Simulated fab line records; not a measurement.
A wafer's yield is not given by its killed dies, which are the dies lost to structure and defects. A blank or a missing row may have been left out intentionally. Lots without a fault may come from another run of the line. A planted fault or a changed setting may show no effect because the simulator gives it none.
Split-lot trial -- flow n5Finfet -- 21 wafers read from 7 lots, route of 1938 steps

THE SPLIT
At N5_SDB_ALD_29 (deposits SiNx, target thk 30 nm, pulse time 1 s, ald cycles 600), the setting aldCycles was moved away from the recipe's 600 on 12 of the 21 wafers read, by -12.2% to +15.3%. The other wafers ran this setting at the recipe's value.

Reading taken at the split's own step.

THE READING
SiNx_of_SDB_ALD_29.thkNm (the simulator's own value, which no gauge read), in nm, at N5_SDB_ALD_29 (deposits SiNx, target thk 30 nm, pulse time 1 s, ald cycles 600). The file gives no usual value for it. Across the 9 wafers here that went through the recipe, the average is 30.0 nm and the standard deviation 0.13 nm.

wafer,"tool, chamber at the split",aldCycles as run,against the recipe,"SiNx_of_SDB_ALD_29.thkNm, nm",against lot-mates on the recipe
L074.1,"aldSin-03, 2",600,recipe,29.8,-
L074.2,"aldSin-03, 1",692,+15.3%,34.6,+4.7
L074.3,"aldSin-03, 0",600,recipe,30,-
L079.3,"aldSin-04, 0",531,-11.5%,26.8,no lot-mate on the recipe
L079.5,"aldSin-04, 0,3",531,-11.5%,26.6,no lot-mate on the recipe
L079.6,"aldSin-04, 0,3",531,-11.5%,26.6,no lot-mate on the recipe
L084.1,"aldSin-01, 1",641,+6.8%,32,+2.0
L084.5,"aldSin-01, 1",641,+6.8%,32,+2.0
L084.2,"aldSin-01, 0",600,recipe,30,-
L087.3,"aldSin-04, 0",530,-11.7%,26.8,-3.4
L087.5,"aldSin-04, 3",530,-11.7%,26.4,-3.8
L087.6,"aldSin-04, 2",600,recipe,30.2,-
L088.1,"aldSin-03, 3",527,-12.2%,26.2,-3.6
L088.2,"aldSin-03, 0",600,recipe,29.8,-
L088.3,"aldSin-03, 1",527,-12.2%,26.4,-3.4
L092.4,"aldSin-04, 2",600,recipe,30,-
L092.5,"aldSin-04, 0",686,+14.3%,34.2,+4.2
L092.6,"aldSin-04, 1",686,+14.3%,34.4,+4.4
L095.2,"aldSin-01, 0,1",600,recipe,30,-
L095.6,"aldSin-01, 0,1",600,recipe,30,-
L095.3,"aldSin-01, 3",600,recipe,30.2,-
If several chambers appear in one row, that row covers several wafers at once and the file leaves open which wafer was in which chamber.

THE FIT
A straight line over all 21 wafers: SiNx_of_SDB_ALD_29.thkNm changes by +0.297 nm for each +1% of aldCycles; r = +1.00; the points scatter about the line by 0.14 nm.
The same after taking each lot's own level away (the mean of its wafers on the recipe; 18 wafers): +0.3 nm for each +1%; r = +1.00; scatter 0.12 nm.
Per that fit: largest aldCycles move, reading shift of 4.6 nm.
From 29.80 to 30.20 nm: that is the span of the lots' own levels, equal to 3.0 times the standard deviation above.
Hence the lot-to-lot level has little effect on the slope; both slopes agree.
Check: with one of the wafers moved furthest among these (+15.3%) left out of the fit, the line predicts +4.57 nm for it against its lot-mates. It came out at +4.7 nm against them.

THE OTHER SPLITS THESE WAFERS WENT THROUGH
Other splits were also applied to these wafers ahead of the reading. Each is held against what the fit with the lots' levels taken away leaves over:
other split on the same wafers,wafers away from the commonest value,r with SiNx_of_SDB_ALD_29.thkNm (lot level and that fit taken away)
N5_WELL_APT_COAT_02 spinRpm,9,+0.27
N5_WELL_APT_DESCUM_13 timeS,6,-0.07
N5_FIN_SAQP_COAT_68 spinRpm,8,+0.19
N5_DUMMY_GATE_HM_DEP_06 timeS,15,+0.28
N5_DUMMY_GATE_COAT_28 spinRpm,5,-0.14
N5_SD_EPI_N_EXPOSE_06 doseMj,9,-0.14
N5_SD_EPI_P_EPI_21 tempC,4,+0.46
N5_SD_ACTIVATION_LSA_01 tempC,6,+0.01

THE FILE'S OWN FIT
SiNx_of_SDB_ALD_29.thkNm changes by +0.301 nm for each +1% of aldCycles, r = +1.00.
